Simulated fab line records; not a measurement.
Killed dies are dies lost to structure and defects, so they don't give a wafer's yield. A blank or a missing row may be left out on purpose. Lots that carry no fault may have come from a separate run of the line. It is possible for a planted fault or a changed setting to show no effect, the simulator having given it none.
Which of the tools did it? || flow nand-harc || 12 lots with 36 wafers sampled at 5 steps, on a route of 1159 steps

## WHAT THE GAUGES READ, wafer by wafer
NHARC_P_M0_THK_MEAS_24: measures by xrf.
{"lot": "L341", "measured": "day 6 00:55", "on": "film-metro-02", "thk-nm (nm)": "120.0 117.3 117.2"}
{"lot": "L342", "measured": "day 6 06:25", "on": "film-metro-02", "thk-nm (nm)": "114.3 117.3 118.1"}
{"lot": "L344", "measured": "day 7 03:01", "on": "film-metro-02", "thk-nm (nm)": "116.3 119.2 114.3"}
{"lot": "L345", "measured": "day 7 03:41", "on": "film-metro-01", "thk-nm (nm)": "114.6 115.7 115.4"}
{"lot": "L346", "measured": "day 7 08:12", "on": "film-metro-01", "thk-nm (nm)": "116.8 118.1 118.9"}
{"lot": "L347", "measured": "day 7 09:10", "on": "film-metro-02", "thk-nm (nm)": "118.2 115.2 118.0"}
{"lot": "L348", "measured": "day 7 17:59", "on": "film-metro-02", "thk-nm (nm)": "115.9 118.3 115.6"}
{"lot": "L352", "measured": "day 9 08:22", "on": "film-metro-01", "thk-nm (nm)": "118.0 118.8 115.7"}
{"lot": "L354", "measured": "day 9 23:42", "on": "film-metro-02", "thk-nm (nm)": "117.4 118.1 115.0"}
{"lot": "L360", "measured": "day 10 17:02", "on": "film-metro-01", "thk-nm (nm)": "115.2 116.6 113.5"}
{"lot": "L362", "measured": "day 10 21:05", "on": "film-metro-02", "thk-nm (nm)": "119.2 117.1 117.0"}
{"lot": "L361", "measured": "day 10 21:29", "on": "film-metro-02", "thk-nm (nm)": "117.4 118.3 116.2"}

NHARC_END_SORT_01.
{"lot": "L342", "measured": "day 20 11:18", "on": "prober-01", "defect-limited-yield (%)": "96.6 96.8 96.2", "killed-at-array": "19 19 23", "killed-at-other": "0 1 0", "killed-at-periphery": "4 2 3", "killed-dies": "23 22 26", "killed-open": "3 4 1", "killed-short": "2 3 3", "sort_bin_2_pct (%)": "1.5 1.3 0.7", "sort_bin_3_pct (%)": "0.30 0.15 0.15", "sort_bin_4_pct (%)": "1.6 1.8 3.0", "sort-n-pass": "654 655 651", "sort-rim-yield-pct (%)": "94 98 98", "sort-yield-pct (%)": "96.6 96.8 96.2"}
{"lot": "L344", "measured": "day 21 00:32", "on": "prober-01", "defect-limited-yield (%)": "97.2 96.2 96.6", "killed-at-array": "15 24 20", "killed-at-other": "0 0 0", "killed-at-periphery": "4 2 3", "killed-dies": "19 26 23", "killed-open": "6 3 1", "killed-short": "1 2 2", "sort_bin_2_pct (%)": "0.6 1.2 0.6", "sort_bin_3_pct (%)": "0 0.15 0.15", "sort_bin_4_pct (%)": "2.2 2.5 2.7", "sort-n-pass": "658 651 654", "sort-rim-yield-pct (%)": "95 93 96", "sort-yield-pct (%)": "97.2 96.2 96.6"}
{"lot": "L346", "measured": "day 20 16:41", "on": "prober-01", "defect-limited-yield (%)": "98.8 98.7 97.9", "killed-at-array": "8 6 12", "killed-at-other": "0 0 0", "killed-at-periphery": "0 3 2", "killed-dies": "8 9 14", "killed-open": "2 3 2", "killed-short": "2 0 1", "sort_bin_2_pct (%)": "0.1 0.3 0.9", "sort_bin_3_pct (%)": "0 0 0", "sort_bin_4_pct (%)": "1.0 1.0 1.2", "sort-n-pass": "669 668 663", "sort-rim-yield-pct (%)": "99 100 98", "sort-yield-pct (%)": "98.8 98.7 97.9"}
{"lot": "L347", "measured": "day 20 18:32", "on": "prober-02", "defect-limited-yield (%)": "96.5 95.7 95.3", "killed-at-array": "24 25 30", "killed-at-other": "0 0 0", "killed-at-periphery": "0 4 2", "killed-dies": "24 29 32", "killed-open": "1 4 4", "killed-short": "0 2 2", "sort_bin_2_pct (%)": "1.2 1.5 2.4", "sort_bin_3_pct (%)": "0.15 0.44 0", "sort_bin_4_pct (%)": "2.2 2.4 2.4", "sort-n-pass": "653 648 645", "sort-rim-yield-pct (%)": "94 95 96", "sort-yield-pct (%)": "96.5 95.7 95.3"}
{"lot": "L348", "measured": "day 21 03:10", "on": "prober-02", "defect-limited-yield (%)": "96.6 95.9 95.3", "killed-at-array": "21 27 28", "killed-at-other": "1 1 0", "killed-at-periphery": "1 0 4", "killed-dies": "23 28 32", "killed-open": "6 3 2", "killed-short": "0 3 1", "sort_bin_2_pct (%)": "1.5 1.3 1.3", "sort_bin_3_pct (%)": "0 0.15 0.30", "sort_bin_4_pct (%)": "1.9 2.7 3.1", "sort-n-pass": "654 649 645", "sort-rim-yield-pct (%)": "94 93 92", "sort-yield-pct (%)": "96.6 95.9 95.3"}
{"lot": "L352", "measured": "day 22 16:40", "on": "prober-02", "defect-limited-yield (%)": "91.6 96.6 94.5", "killed-at-array": "37 20 28", "killed-at-other": "1 2 4", "killed-at-periphery": "19 1 5", "killed-dies": "57 23 37", "killed-open": "4 1 2", "killed-short": "1 1 3", "sort_bin_2_pct (%)": "3.4 1.0 1.5", "sort_bin_3_pct (%)": "0.15 0.15 0.15", "sort_bin_4_pct (%)": "4.9 2.2 3.8", "sort-n-pass": "620 654 640", "sort-rim-yield-pct (%)": "85 93 95", "sort-yield-pct (%)": "91.6 96.6 94.5"}

## WHAT TOOL EACH LOT RAN ON (gives the tool, then ch and the chambers of the sampled wafers, and finally the start)
{"lot": "L341", "NHARC_P_M0_CMP_23": "cmp-03 ch 1,3, day 6 00:38", "NHARC_P_M1_ETCH_15": "rie-diel-10 ch 0,1,2, day 6 02:44", "NHARC_P_M1_DEGAS_29": "pvd-sputter-01, day 6 03:36"}
{"lot": "L342", "NHARC_P_M0_CMP_23": "cmp-04 ch 0,2,3, day 6 06:11", "NHARC_P_M1_ETCH_15": "rie-diel-12 ch 0,1, day 6 08:20", "NHARC_P_M1_DEGAS_29": "pvd-sputter-02, day 6 09:11"}
{"lot": "L344", "NHARC_P_M0_CMP_23": "cmp-04 ch 0,1, day 7 02:44", "NHARC_P_M1_ETCH_15": "rie-diel-07 ch 2,3, day 7 04:56", "NHARC_P_M1_DEGAS_29": "pvd-sputter-03, day 7 05:47"}
{"lot": "L345", "NHARC_P_M0_CMP_23": "cmp-04 ch 0,1,3, day 7 03:22", "NHARC_P_M1_ETCH_15": "rie-diel-12 ch 0,1,3, day 7 05:35", "NHARC_P_M1_DEGAS_29": "pvd-sputter-03, day 7 06:26"}
{"lot": "L346", "NHARC_P_M0_CMP_23": "cmp-01 ch 0,2,3, day 7 07:53", "NHARC_P_M1_ETCH_15": "rie-diel-12 ch 0,1,3, day 7 10:09", "NHARC_P_M1_DEGAS_29": "pvd-sputter-03, day 7 11:01"}
{"lot": "L347", "NHARC_P_M0_CMP_23": "cmp-01 ch 0,1,3, day 7 08:56", "NHARC_P_M1_ETCH_15": "rie-diel-07 ch 0,1, day 7 11:04", "NHARC_P_M1_DEGAS_29": "pvd-sputter-03, day 7 12:00"}
{"lot": "L348", "NHARC_P_M0_CMP_23": "cmp-03 ch 0,1, day 7 17:41", "NHARC_P_M1_ETCH_15": "rie-diel-07 ch 2,3, day 7 19:49", "NHARC_P_M1_DEGAS_29": "pvd-sputter-02, day 7 20:39"}
{"lot": "L352", "NHARC_P_M0_CMP_23": "cmp-01 ch 0,1,2, day 9 08:04", "NHARC_P_M1_ETCH_15": "rie-diel-07 ch 0,1,3, day 9 10:29", "NHARC_P_M1_DEGAS_29": "pvd-sputter-03, day 9 11:19"}
{"lot": "L354", "NHARC_P_M0_CMP_23": "cmp-04 ch 0,2,3, day 9 23:25", "NHARC_P_M1_ETCH_15": "rie-diel-10 ch 0,1,3, day 10 01:28", "NHARC_P_M1_DEGAS_29": "pvd-sputter-03, day 10 02:18"}
{"lot": "L360", "NHARC_P_M0_CMP_23": "cmp-03 ch 1,2,3, day 10 16:47", "NHARC_P_M1_ETCH_15": "rie-diel-10 ch 0,1,3, day 10 19:07", "NHARC_P_M1_DEGAS_29": "pvd-sputter-01, day 10 20:29"}
{"lot": "L362", "NHARC_P_M0_CMP_23": "cmp-03 ch 0,3, day 10 20:46", "NHARC_P_M1_ETCH_15": "rie-diel-12 ch 0,1,2, day 10 23:01", "NHARC_P_M1_DEGAS_29": "pvd-sputter-01, day 10 23:52"}
{"lot": "L361", "NHARC_P_M0_CMP_23": "cmp-01 ch 0,1, day 10 21:10", "NHARC_P_M1_ETCH_15": "rie-diel-12 ch 2,3, day 10 23:34", "NHARC_P_M1_DEGAS_29": "pvd-sputter-02, day 11 00:26"}
- NHARC_P_M0_CMP_23: polishes, t overpolish 20 s, target thk 117.53 nm.
- NHARC_P_M1_ETCH_15: etches the open film in C4F8/Ar, target depth 182.5 nm, time 91.2 s.
- NHARC_P_M1_DEGAS_29: time 60 s.

## WHAT THE TOOLS THEMSELVES READ (means of the sampled wafers that have a number; where no wafer has one, the mark that the record gives instead)
NHARC_P_M0_CMP_23.
{"lot": "L341", "tool": "cmp-03", "motor-current-A (A)": 12.1, "slurry-filter-dp-kPa (kPa)": 13.58, "time-to-endpoint-s (s)": 27.7}
{"lot": "L342", "tool": "cmp-04", "motor-current-A (A)": 11.8, "slurry-filter-dp-kPa (kPa)": 13.41, "time-to-endpoint-s (s)": 26.8}
{"lot": "L344", "tool": "cmp-04", "motor-current-A (A)": 11.2, "slurry-filter-dp-kPa (kPa)": 13.43, "time-to-endpoint-s (s)": 27.9}
{"lot": "L345", "tool": "cmp-04", "motor-current-A (A)": 11.6, "slurry-filter-dp-kPa (kPa)": 13.48, "time-to-endpoint-s (s)": 27.3}
{"lot": "L346", "tool": "cmp-01", "motor-current-A (A)": 11.4, "slurry-filter-dp-kPa (kPa)": 13.44, "time-to-endpoint-s (s)": 29.5}
{"lot": "L347", "tool": "cmp-01", "motor-current-A (A)": 12.5, "slurry-filter-dp-kPa (kPa)": 13.54, "time-to-endpoint-s (s)": 29.6}
{"lot": "L348", "tool": "cmp-03", "motor-current-A (A)": 12.2, "slurry-filter-dp-kPa (kPa)": 13.69, "time-to-endpoint-s (s)": 25.9}
{"lot": "L352", "tool": "cmp-01", "motor-current-A (A)": 12.3, "slurry-filter-dp-kPa (kPa)": 13.54, "time-to-endpoint-s (s)": 29.5}
{"lot": "L354", "tool": "cmp-04", "motor-current-A (A)": 11.6, "slurry-filter-dp-kPa (kPa)": 13.55, "time-to-endpoint-s (s)": 31.4}
{"lot": "L360", "tool": "cmp-03", "motor-current-A (A)": 11.7, "slurry-filter-dp-kPa (kPa)": 13.22, "time-to-endpoint-s (s)": 30.9}
{"lot": "L362", "tool": "cmp-03", "motor-current-A (A)": 12.0, "slurry-filter-dp-kPa (kPa)": 13.45, "time-to-endpoint-s (s)": 30.3}
{"lot": "L361", "tool": "cmp-01", "motor-current-A (A)": 13.0, "slurry-filter-dp-kPa (kPa)": 13.47, "time-to-endpoint-s (s)": 27.6}

NHARC_P_M1_ETCH_15.
{"lot": "L341", "tool": "rie-diel-10", "oes-product-au (a.u.)": 0.929, "rf-vpp-V (V)": 440, "run-length-s (s)": 112.5}
{"lot": "L342", "tool": "rie-diel-12", "oes-product-au (a.u.)": 0.976, "rf-vpp-V (V)": 446, "run-length-s (s)": 112.5}
{"lot": "L344", "tool": "rie-diel-07", "oes-product-au (a.u.)": 0.963, "rf-vpp-V (V)": 441, "run-length-s (s)": 112.7}
{"lot": "L345", "tool": "rie-diel-12", "oes-product-au (a.u.)": 0.919, "rf-vpp-V (V)": 442, "run-length-s (s)": 112.5}
{"lot": "L346", "tool": "rie-diel-12", "oes-product-au (a.u.)": 0.934, "rf-vpp-V (V)": 443, "run-length-s (s)": 112.8}
{"lot": "L347", "tool": "rie-diel-07", "oes-product-au (a.u.)": 0.936, "rf-vpp-V (V)": 441, "run-length-s (s)": 112.4}
{"lot": "L348", "tool": "rie-diel-07", "oes-product-au (a.u.)": 0.963, "rf-vpp-V (V)": 441, "run-length-s (s)": 112.7}
{"lot": "L352", "tool": "rie-diel-07", "oes-product-au (a.u.)": 0.972, "rf-vpp-V (V)": 440, "run-length-s (s)": 109.6}
{"lot": "L354", "tool": "rie-diel-10", "oes-product-au (a.u.)": 0.976, "rf-vpp-V (V)": 440, "run-length-s (s)": 112.5}
{"lot": "L360", "tool": "rie-diel-10", "oes-product-au (a.u.)": 0.933, "rf-vpp-V (V)": 440, "run-length-s (s)": 112.6}
{"lot": "L362", "tool": "rie-diel-12", "oes-product-au (a.u.)": 0.954, "rf-vpp-V (V)": 445, "run-length-s (s)": 112.4}
{"lot": "L361", "tool": "rie-diel-12", "oes-product-au (a.u.)": 0.971, "rf-vpp-V (V)": 442, "run-length-s (s)": 112.1}

NHARC_P_M1_DEGAS_29.
{"lot": "L341", "tool": "pvd-sputter-01", "heater-power-w (W)": 349}
{"lot": "L342", "tool": "pvd-sputter-02", "heater-power-w (W)": 304}
{"lot": "L344", "tool": "pvd-sputter-03", "heater-power-w (W)": 319}
{"lot": "L345", "tool": "pvd-sputter-03", "heater-power-w (W)": 331}
{"lot": "L346", "tool": "pvd-sputter-03", "heater-power-w (W)": 318}
{"lot": "L347", "tool": "pvd-sputter-03", "heater-power-w (W)": 329}
{"lot": "L348", "tool": "pvd-sputter-02", "heater-power-w (W)": 331}
{"lot": "L352", "tool": "pvd-sputter-03", "heater-power-w (W)": 306}
{"lot": "L354", "tool": "pvd-sputter-03", "heater-power-w (W)": 317}
{"lot": "L360", "tool": "pvd-sputter-01", "heater-power-w (W)": 359}
{"lot": "L362", "tool": "pvd-sputter-01", "heater-power-w (W)": 357}
{"lot": "L361", "tool": "pvd-sputter-02", "heater-power-w (W)": 309}

## THE ANSWER, worked out from the rows above alone
Rule: what is usual is taken from the lots themselves. Put in order of their means at a reading, lots are off if they are a third of the lots or fewer, leave a main group of 4 or more, and stand apart from it by a gap of 3 or more times the standard deviation of the main group's means; of several such gaps the widest counts. A main group is skipped when, at the precision printed for the reading in the tables above, its means are all equal. A lot without any number at a reading at which 4 lots or more have one is off too. Any other lot the step has rows for is counted as sound. First the gauges in route order, then the tools' own readings, where a lot's mean is used as printed above. The first step at which some lot is off is used, and at that step the reading that is off furthest; a lot without a number counts as furthest.
Off: L352, at NHARC_END_SORT_01 (killed-at-periphery). Main group: mean 2.3, sd 0.61. Neither off nor sound, because the step has no rows for them: L341, L345, L354, L360, L362, L361.
If a tool, at a process step before that reading, ran all the lots that are off and no sound lot after the first of them, it fits. The gauges at NHARC_END_SORT_01 aren't tried: what is off there is off at NHARC_P_M1_ETCH_15 too, on other tools, and a gauge's error can't cause that. Can't be told from this: 3 tools fit, cmp-01 at NHARC_P_M0_CMP_23, rie-diel-07 at NHARC_P_M1_ETCH_15, pvd-sputter-03 at NHARC_P_M1_DEGAS_29.

## WHAT THE SIMULATOR HAD INSERTED
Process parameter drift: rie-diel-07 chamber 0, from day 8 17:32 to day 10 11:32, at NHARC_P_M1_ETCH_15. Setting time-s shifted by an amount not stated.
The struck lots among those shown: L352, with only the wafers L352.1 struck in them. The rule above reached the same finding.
